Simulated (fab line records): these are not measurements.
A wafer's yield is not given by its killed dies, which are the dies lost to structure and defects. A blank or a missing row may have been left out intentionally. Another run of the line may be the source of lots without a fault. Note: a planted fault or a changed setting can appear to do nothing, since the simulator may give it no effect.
Which of the tools did it? | flow n5-finfet | 12 lots, 36 wafers sampled, at 1 step of a route of 1938

WHAT EACH GAUGE READ, for each wafer
N5_GATE_CUT_CD_MEAS_13: target cd 20 nm.
lot  | measured     | on        | cd-nm (nm)
L075 | day 4 17:05  | cd-sem-01 | 19.9 19.8 20.1
L077 | day 5 08:04  | cd-sem-02 | 20.2 20.1 19.9
L079 | day 5 22:05  | cd-sem-03 | 20.0 20.0 19.8
L081 | day 6 14:00  | cd-sem-02 | 20.1 19.7 19.5
L083 | day 6 18:43  | cd-sem-01 | 19.8 19.6 19.6
L085 | day 7 04:06  | cd-sem-03 | 19.5 20.1 20.0
L087 | day 7 16:23  | cd-sem-03 | 20.0 19.8 20.4
L089 | day 8 02:53  | cd-sem-02 | 19.4 19.9 19.6
L091 | day 8 15:36  | cd-sem-03 | 20.2 20.1 20.3
L093 | day 9 04:38  | cd-sem-02 | 20.4 20.2 20.7
L095 | day 9 18:08  | cd-sem-03 | 20.0 20.2 20.3
L097 | day 10 05:45 | cd-sem-02 | 19.5 19.6 20.4

WHAT TOOL EACH LOT RAN ON (gives the tool, then ch and the chambers of the sampled wafers, and finally the start)
The record holds no process step before these readings.

THE ANSWER, worked out from the rows above alone
Rule: the lots themselves supply what counts as usual. Put in order of their means at a reading, lots are off if they are a third of the lots or fewer, leave a main group of 4 or more, and stand apart from it by a gap of 3 or more times the standard deviation of the main group's means; of several such gaps the widest counts. The tables above print the reading to a certain number of digits; a main group whose means all agree to those digits is not used. Also off: a lot with no number at a reading for which 4 or more lots have one. The other lots that the step has rows for count as sound.
No lot is off at any reading shown: from this, nothing can be told.

WHAT THE SIMULATOR HAD PUT IN
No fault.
